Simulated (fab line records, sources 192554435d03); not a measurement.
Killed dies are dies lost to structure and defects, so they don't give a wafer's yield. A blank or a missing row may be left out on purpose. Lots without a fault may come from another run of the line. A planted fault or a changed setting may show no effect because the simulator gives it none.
One fault seen from 2 desks | flow n5_finfet | each desk has only its own numbers; what lay behind them comes last

THE TOOL OWNER'S DESK: ald_metal-03
The tool's own readings at N5_BEOL_M0_ALD_136 (deposits TaN, pulse time 2 s, purge time 3 s, co reactant purge time 2 s): means of the sampled wafers that have a number, for each lot that ran on this tool. A lot is out of limits, marked OUT, if its mean lies more than 4 standard deviations from the usual mean; the brackets give that distance.
Columns: A = chamber_pressure_Torr at N5_BEOL_M0_ALD_136, usual 2.999 Torr; B = heater_power_w at N5_BEOL_M0_ALD_136, usual 418 W; C = mfc_carrier_sccm at N5_BEOL_M0_ALD_136, usual 1501 sccm; D = precursor_vessel_pressure_torr at N5_BEOL_M0_ALD_136, usual 26.24 Torr
lot  | first seen here | A     | B   | C    | D
L766 | day 6 00:03     | 2.995 | 386 | 1504 | 26.20
L767 | day 6 04:08     | 3.004 | 425 | 1509 | 26.28
L770 | day 6 17:55     | 3.002 | 407 | 1496 | 26.24
L772 | day 7 11:59     | 3.001 | 415 | 1502 | 26.24
L782 | day 9 21:58     | 2.998 | 412 | 1501 | 26.21
This desk's finding: nothing out of limits on any of the 5 lots.

THE METROLOGY DESK
What the gauges read, lot by lot, whatever tool the lot ran on: means of the sampled wafers that have a number. A lot is out of limits, marked OUT, if its mean lies more than 4 standard deviations from the usual mean; the brackets give that distance.
Columns: A = cd_nm at N5_PASSIVATION_CD_MEAS_10, usual 2999.4 nm
lot  | first seen here | A
L766 | day 12 17:02    | 3002.3
L767 | day 12 21:46    | 3001.9
L768 | day 13 06:46    | 2998.5
L770 | day 14 13:41    | 2999.4
L772 | day 14 17:58    | 2998.9
L779 | day 16 08:38    | 3001.0
L782 | day 16 08:59    | 3000.4
L785 | day 17 04:46    | 2999.8
L783 | day 17 05:01    | 2997.7
L788 | day 18 15:11    | 2999.1
This desk's finding: nothing out of limits on any of the 10 lots.

PUT TOGETHER
The tool owner's desk saw nothing out of limits.
The metrology desk saw nothing out of limits.

WHAT THE SIMULATOR HAD PUT IN
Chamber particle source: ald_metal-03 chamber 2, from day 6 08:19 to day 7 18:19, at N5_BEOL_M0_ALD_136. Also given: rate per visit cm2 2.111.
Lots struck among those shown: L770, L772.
